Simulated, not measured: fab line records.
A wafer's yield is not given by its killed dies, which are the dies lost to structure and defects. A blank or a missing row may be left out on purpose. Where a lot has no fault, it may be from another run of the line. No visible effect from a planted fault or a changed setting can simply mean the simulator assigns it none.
fab line records	flow n5Finfet
[record] lots = 12	wafers = 31	lastDay = 17
route steps=1938 shown BEOL_M10@1484 PASSIVATION@1936
lots untouched by any fault: they come from a run of this same line in which no faults occurred
startH: hours from the record's opening day to when the first of the lot's shown wafers began	waitH: how many hours have passed since the lot's step before this one	" the same as in the row above	L1.1+2: several wafers, shown together as one row	- either no value or no given start	* or withheld: withheld	< > ~ a bound
route shown NAME@n: a module of which the file shows steps, and the number in the route of the first	usual: mean/standard deviation of fault-free wafers	same: alike in all rows	chamber/n: place in a boat	sites: the reading at each site	_std_site: how widely they spread, as a standard deviation	_edge_site: mean of outer sites minus mean of inner sites	radiusMm: for every site, how far away it sits from the centre of the wafer	mask NAME#n: copy n	behind: the most recent tool/chamber to have shaped the wafer	hold: what put the lot on hold/how long, in hours/how the hold closed	device: transistor that didn't switch, given as n, p or np	end of line: the route-end tests of the same wafers	for a step that has no rows: nothing shown but its recipe	killed: not the wafer's yield, but the dies lost to structure and defects at the first sort	map: the dies of a wafer, with x for killed, . for not killed, _ for no die there
set.NAME: the setting the step ran with; set.NAME@STEP: the setting that earlier step ran with	model.NAME: the simulator's own value behind a step, which no gauge read
route steps across a sampled set of lots; one table per step, one row per wafer
services: from which hour (startH, from the record's first day; less than 0 if before it) a tool's chamber was out of use, for how many hours, and why
[[steps]]
[step N5_BEOL_M10_OVL_MEAS_12]
[recipe] pointsPerWafer = 44
[usual] M10_OVL = -0.4/0.89
lot.wafer	tool	chamber	startH	waitH	M10_OVL[nm]
L649.2	overlay-01	0	225.76	0.0	-0.5
L649.5	"	0	"	"	-1.4
L649.6	"	0	"	"	-1.0
L652.1	overlay-01	0	234.86	0.0	-0.4
L652.4	"	0	"	"	0.3
L652.5	"	0	"	"	0.8
L651.3	overlay-02	0	235.89	0.0	0.7
L651.5	"	0	"	"	-0.4
L651.6	"	0	"	"	-0.5
L650.1	overlay-02	0	236.20	0.0	0.5
L650.3	"	0	"	"	-1.2
L650.6	"	0	"	"	-0.7
L653.4	overlay-01	0	250.06	0.0	-0.4
L653.6	"	0	"	"	-0.2
L655.4	overlay-02	0	257.84	0.0	1.9
L655.5	"	0	"	"	0.8
L655.6	"	0	"	"	-0.4
L656.3	overlay-01	0	258.54	0.0	-0.8
L656.4	"	0	"	"	0.3
L656.5	"	0	"	"	-1.5
L657.2	overlay-02	0	271.07	0.0	1.1
L657.3	"	0	"	"	-0.1
L657.6	"	0	"	"	1.3
L659.3	overlay-02	0	280.12	0.0	1.2
L659.5	"	0	"	"	0.2
L665.1	overlay-01	0	309.79	0.0	-0.1
L665.5	"	0	"	"	-0.8
L668.2	overlay-02	0	338.92	0.0	-0.4
L668.4	"	0	"	"	-1.6
L669.1	overlay-01	0	349.95	0.0	-1.0
L669.2	"	0	"	"	-1.4
[step N5_BEOL_M10_INSPECT_13]
[recipe] mode = adi	inspectInstrument = brightfield
[usual] rawDefectCount = 406/82
lot.wafer	tool	chamber	startH	waitH	rawDefectCount
L649.2	defectInspect-01	-	225.78	0.0	461
L649.5	"	-	"	"	604
L649.6	"	-	"	"	496
L652.1	defectInspect-02	-	234.89	0.0	466
L652.4	"	-	"	"	498
L652.5	"	-	"	"	588
L651.3	defectInspect-02	-	235.93	0.0	486
L651.5	"	-	"	"	515
L651.6	"	-	"	"	554
L650.1	defectInspect-02	-	236.22	0.0	378
L650.3	"	-	"	"	397
L650.6	"	-	"	"	331
L653.4	defectInspect-02	-	250.09	0.0	307
L653.6	"	-	"	"	584
L655.4	defectInspect-02	-	257.87	0.0	477
L655.5	"	-	"	"	369
L655.6	"	-	"	"	425
L656.3	defectInspect-01	-	258.56	0.0	337
L656.4	"	-	"	"	433
L656.5	"	-	"	"	368
L657.2	defectInspect-02	-	271.09	0.0	398
L657.3	"	-	"	"	302
L657.6	"	-	"	"	252
L659.3	defectInspect-02	-	280.15	0.0	244
L659.5	"	-	"	"	403
L665.1	defectInspect-01	-	309.81	0.0	386
L665.5	"	-	"	"	359
L668.2	defectInspect-01	-	338.94	0.0	338
L668.4	"	-	"	"	364
L669.1	defectInspect-02	-	349.97	0.0	414
L669.2	"	-	"	"	429
[step N5_BEOL_M10_DESCUM_33]
[recipe] chemistry = O2	timeS = 7.9	sourcePowerW = 50	biasPowerW = 20	pressureMtorr = 20	rfFrequencyHz = 2.712e+07	tempC = 40	resist = CAR-ArF	o2FlowSccm = 225
[usual] drypumpMotorCurrentA = 5.7/0.39	oesProductAu = 0.81/0.1	rfVppV = 243.1/1.4	showerheadPlenumPTorr = 2.09/0.074	throttleValvePct = 20.52/0.2
lot.wafer	tool	chamber	startH	waitH	drypumpMotorCurrentA	oesProductAu	rfHoursCounterH	rfVppV	showerheadPlenumPTorr	throttleValvePct
L649.2	rieDiel-04	0	228.33	0.7	6.1	0.77	122	242.9	2.02	20.52
L649.5	"	1	"	"	5.4	0.87	-	241.9	2.11	20.40
L649.6	"	0	"	"	6.2	0.77	-	240.8	2.02	20.51
L652.1	rieDiel-04	2	235.89	0.2	6.4	0.72	206	241.3	1.98	20.37
L652.4	"	1	"	"	5.4	0.85	77	245.4	2.11	20.42
L652.5	"	3	"	"	5.7	0.71	-	243.6	2.07	20.74
L651.3	rieDiel-02	0	238.05	0.5	5.3	0.86	66	243.6	2.09	20.50
L651.5	"	3	"	"	5.7	0.81	-	245.8	2.23	20.58
L651.6	"	2	"	"	5.0	0.69	-	241.7	2.08	20.56
L650.1	rieDiel-06	2	238.45	0.5	5.3	0.70	237	241.3	1.98	20.70
L650.3	"	3	"	"	5.9	0.96	3	241.6	2.05	20.61
L650.6	"	0	"	"	5.9	0.98	-	243.5	2.12	20.11
L653.4	rieDiel-04	0	251.30	0.1	6.1	0.76	131	241.8	2.02	20.53
L653.6	"	2	"	"	6.4	0.70	-	241.6	1.98	20.40
L655.4	rieDiel-06	3	259.06	0.0	6.0	0.94	11	243.0	2.04	20.63
L655.5	"	1	"	"	6.1	0.99	-	245.0	2.14	20.32
L655.6	"	0	"	"	5.9	0.94	-	243.3	2.11	20.13
L656.3	rieDiel-02	1	259.77	0.2	5.6	0.70	230	243.3	2.18	20.86
L656.4	"	3	"	"	5.8	0.81	85	245.4	2.22	20.57
L656.5	"	3	"	"	5.8	0.81	-	244.3	2.22	20.59
L657.2	rieDiel-06	1	272.22	0.3	6.1	0.96	5	243.4	2.14	20.32
L657.3	"	2	"	"	5.3	0.69	249	240.4	1.97	20.72
L657.6	"	1	"	"	6.1	0.95	-	244.2	2.14	20.30
L659.3	rieDiel-02	2	282.46	0.0	5.0	0.70	233	243.1	2.07	20.58
L659.5	"	1	"	"	5.6	0.69	-	243.2	2.17	20.91
L665.1	rieDiel-06	1	311.15	0.0	6.1	0.92	22	243.6	2.13	20.35
L665.5	"	1	"	"	6.1	0.91	-	243.8	2.13	20.35
L668.2	rieDiel-06	2	339.80	0.0	5.3	0.92	18	245.8	2.23	20.35
L668.4	"	3	"	"	5.9	0.86	40	240.9	2.03	20.68
L669.1	rieDiel-06	1	350.98	0.0	6.1	0.87	36	243.7	2.12	20.37
L669.2	"	2	"	"	5.3	0.92	22	243.7	2.23	20.34
[step N5_BEOL_M10_ETCH_66]
[recipe] chemistry = N2/H2	target = SOC	targetDepthA = 1200	overetchA = 240	maskMaterial = SiARC	tempC = 40	timeS = 180	ionEnergyEv = 200	pressureMtorr = 30	sourceW = 840	biasW = 150	n2FlowSccm = 200	h2FlowSccm = 200
[usual] drypumpMotorCurrentA = 5.7/0.39	oesProductAu = 0.65/0.078	rfVppV = 523.7/2.5	runLengthS = 203.2/0.4	showerheadPlenumPTorr = 2.53/0.085	throttleValvePct = 17.88/0.2
lot.wafer	tool	chamber	startH	waitH	drypumpMotorCurrentA	oesProductAu	rfHoursCounterH	rfVppV	runLengthS	showerheadPlenumPTorr	throttleValvePct
L649.2	rieDiel-04	0	228.42	0.0	6.1	0.62	122	521.6	203.2	2.44	17.69
L649.5	"	1	"	"	5.4	0.69	-	523.6	202.7	2.57	17.89
L649.6	"	0	"	"	6.1	0.63	-	520.6	203.2	2.44	17.69
L652.1	rieDiel-04	2	235.98	0.0	6.4	0.58	206	520.5	202.8	2.43	17.86
L652.4	"	1	"	"	5.4	0.69	77	525.9	202.9	2.57	17.90
L652.5	"	3	"	"	5.6	0.58	-	523.2	203.7	2.51	18.13
L651.3	rieDiel-02	0	238.14	0.0	5.3	0.67	66	524.8	203.8	2.58	18.04
L651.5	"	3	"	"	5.7	0.66	-	525.7	203.4	2.67	17.76
L651.6	"	2	"	"	5.0	0.57	-	521.8	202.6	2.50	17.92
L650.1	rieDiel-06	2	238.53	0.0	5.3	0.57	237	521.0	203.5	2.40	18.13
L650.3	"	3	"	"	5.9	0.78	3	522.7	203.7	2.49	17.92
L650.6	"	0	"	"	5.9	0.78	-	525.9	203.0	2.57	17.50
L653.4	rieDiel-04	0	251.39	0.0	6.1	0.62	131	522.7	203.4	2.43	17.71
L653.6	"	2	"	"	6.4	0.57	-	520.3	202.5	2.42	17.88
L655.4	rieDiel-06	3	259.15	0.0	5.9	0.75	11	522.7	203.4	2.49	17.96
L655.5	"	1	"	"	6.1	0.78	-	525.9	202.8	2.59	17.61
L655.6	"	0	"	"	6.0	0.76	-	523.9	203.2	2.57	17.54
L656.3	rieDiel-02	1	259.85	0.0	5.6	0.56	230	524.4	203.0	2.62	18.12
L656.4	"	3	"	"	5.8	0.65	85	527.1	203.3	2.67	17.79
L656.5	"	3	"	"	5.8	0.65	-	528.5	203.4	2.67	17.81
L657.2	rieDiel-06	1	272.31	0.0	6.1	0.76	5	525.7	202.9	2.59	17.63
L657.3	"	2	"	"	5.3	0.56	249	519.0	203.4	2.40	18.14
L657.6	"	1	"	"	6.1	0.76	-	523.6	202.8	2.59	17.63
L659.3	rieDiel-02	2	282.54	0.0	5.0	0.56	234	523.9	203.0	2.50	17.95
L659.5	"	1	"	"	5.6	0.55	-	526.5	203.1	2.62	18.15
L665.1	rieDiel-06	1	311.23	0.0	6.1	0.70	22	525.4	213.2	2.58	17.65
L665.5	"	1	"	"	6.1	0.73	-	523.7	203.2	2.58	17.65
L668.2	rieDiel-06	2	339.89	0.0	5.3	0.73	18	527.9	203.6	2.71	17.72
L668.4	"	3	"	"	5.9	0.69	40	521.3	214.3	2.48	17.97
L669.1	rieDiel-06	1	351.07	0.0	6.1	0.68	37	525.8	213.3	2.58	17.67
L669.2	"	2	"	"	5.3	0.73	22	528.7	203.8	2.70	17.73
[step N5_PASSIVATION_PROBE_49]
[usual] defectLimitedYield = 91.5/1.5	killed_at_M0_to_M3 = 32/9.4	killed_at_M4_up = 12/5.1	killedAtContacts = 11/7.4	killedAtFrontEnd = 41/11	killedAtOther = 3.4/2.5	killedDies = 100/17	killedOpen = 65/14	killedShort = 33/7	sort_bin_4_leakage = 0.00/0.01	sort_bin_5_function = 4.9/0.96	sort_bin_6_memory = 3.1/0.7	sort_bin_8_speed = 0.00/0.01	sortNPass = 1080/17	sortYieldPct = 91.5/1.5
[same] grossDies = 1180	killedAtBackSide = 0
lot.wafer	tool	chamber	startH	waitH	defectLimitedYield[%]	killed_at_M0_to_M3	killed_at_M4_up	killedAtContacts	killedAtFrontEnd	killedAtOther	killedDies	killedOpen	killedShort	sort_bin_4_leakage[%]	sort_bin_5_function[%]	sort_bin_6_memory[%]	sort_bin_8_speed[%]	sortNPass	sortYieldPct[%]
L669.1	prober-02	-	401.05	0.0	92.0	33	12	6	35	8	94	61	33	0	4.4	3.2	0	1086	92.0
// killed by level:class
L669.1 DUMMY_GATE:geometricParticle:open=9 BEOL_M1:geometricParticle:open=8 BEOL_M0_SAQP:geometricParticle:short=7 BEOL_M1:geometricParticle:short=7 FIN_SAQP:geometricParticle:open=5 FIN_SAQP:geometricParticle:short=5 STARTING-WAFER:geometricParticle:open=5 MOL_CONTACT_COAG:geometricParticle:open=4
[[services]]
tool	chamber	startH	hours	kind
rieDiel-04	0	208.52	8.1	repair
rieDiel-06	3	218.47	-	clean
rieDiel-06	3	218.47	-	consumableReplace:focusRing
rieDiel-06	3	218.47	14.5	scheduledDown
rieDiel-06	3	218.47	14.5	ventCycle
rieDiel-06	-	224.00	4.3	pm
rieDiel-06	1	232.93	-	clean
rieDiel-06	1	232.93	-	consumableReplace:focusRing
rieDiel-06	1	232.93	23.5	scheduledDown
rieDiel-06	1	232.93	23.5	ventCycle
rieDiel-02	2	266.21	11.0	repair
rieDiel-06	2	275.51	-	clean
rieDiel-06	2	275.51	-	consumableReplace:focusRing
rieDiel-06	2	275.51	-	consumableReplace:showerhead
rieDiel-06	2	275.51	16.2	scheduledDown
rieDiel-06	2	275.51	16.2	ventCycle
rieDiel-04	-	279.19	1.3	repair
rieDiel-04	2	280.55	4.1	repair
rieDiel-02	1	308.79	-	clean
rieDiel-02	1	308.79	-	consumableReplace:focusRing
rieDiel-02	1	308.79	16.9	scheduledDown
rieDiel-02	1	308.79	16.9	ventCycle
rieDiel-06	-	319.94	0.8	repair
rieDiel-04	3	320.95	-	clean
[[key]]
[firstSign] step = N5_BEOL_M10_ETCH_66	reading = runLengthS	direction = up	sigmas = 26	usual = *	struck = *
effect none on later readings
metAt N5_BEOL_M10_ETCH_66
struckLots L665,L668,L669
struckWafers L665.1,L668.4,L669.1
notActingAt N5_BEOL_M10_OVL_MEAS_12,N5_BEOL_M10_INSPECT_13,N5_BEOL_M10_DESCUM_33
onsetBetween 272.31 311.23
[fault] kind = processParameterDrift	tool = rieDiel-06	chamber = -	onsetH = 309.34	steps = N5_BEOL_M10_ETCH_66	channel = timeS	offset = *	shape = step	endH = 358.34	scope = struckWafersOnly	actsIn = *	stated = *
